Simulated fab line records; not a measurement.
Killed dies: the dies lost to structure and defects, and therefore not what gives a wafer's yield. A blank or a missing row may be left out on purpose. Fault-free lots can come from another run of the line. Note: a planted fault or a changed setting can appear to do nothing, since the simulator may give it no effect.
Matching of chambers | flow nandHarc | aldHk-04 running NHARC_A_CHANNEL_FILL_D1_ALD_25: 4 sister chambers
The step deposits SiOx, target thk 60 nm, pulse time 10 s, ald cycles 600. 16 wafers are shown with their chamber, then 8 later ones without.

WAFERS PAIRED WITH THEIR CHAMBERS
wafer  | chamber | heaterPowerW (W) | precursorPulseHeightRel
L074.2 | 1       | 394              | 0.970
L074.3 | 3       | 467              | 1.007
L074.5 | 0       | 471              | 1.045
L077.2 | 2       | 483              | 0.985
L077.3 | 1       | 376              | 0.978
L077.4 | 0       | 476              | 0.985
L080.2 | 3       | 474              | 1.007
L080.1 | 1       | 392              | 0.974
L080.6 | 0       | 482              | 0.995
L083.2 | 2       | 497              | 0.989
L083.4 | 1       | 402              | 0.977
L083.3 | 0       | 469              | 1.011
L085.2 | 2       | 494              | 0.985
L085.3 | 1       | 386              | 1.002
L085.5 | 0       | 474              | 0.995
L090.1 | 2       | 495              | 0.999

SIGNATURES (averages over the wafers above)
reading                 | chamber 0 | chamber 1 | chamber 2 | chamber 3 | scatter within a chamber
heaterPowerW            | 474.40    | 390.00    | 492.25    | 470.50    | 7.19
precursorPulseHeightRel | 1.00620   | 0.98020   | 0.98950   | 1.00700   | 0.0158
Rule: a wafer's distance from a chamber is the root of the sum, over the readings, of the square of ((its reading less the chamber's mean) divided by the reading's scatter). The wafer belongs to the nearest chamber; if the next one is less than 2 further off, it can't be placed. The scatter: take each reading less its chamber's mean, square it, sum over the shown wafers, divide by the number of wafers less the number of chambers, and take the root.

WAFERS WHOSE CHAMBER IS MISSING
wafer  | heaterPowerW (W) | precursorPulseHeightRel
L090.5 | 501              | 1.012
L090.6 | 471              | 0.996
L094.2 | 403              | 1.002
L094.3 | 463              | 1.005
L094.6 | 495              | 0.997
L095.2 | 508              | 0.992
L095.1 | 482              | 1.041
L095.5 | 509              | 0.971

WHICH CHAMBER EACH ONE RAN IN
wafer  | from the rows above          | in truth
L090.5 | can't be placed: 2 or 0      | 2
L090.6 | can't be placed: 3 or 0      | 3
L094.2 | 1                            | 1
L094.3 | can't be placed: 3 or 0      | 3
L094.6 | 2                            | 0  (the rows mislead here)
L095.2 | 2                            | 2
L095.1 | can't be placed: 0 or 3 or 2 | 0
L095.5 | 2                            | 2
Placed correctly: 3 of 8. Not placeable from these rows: 4 (in 4, the candidates include the true chamber). Wrongly placed: 1.
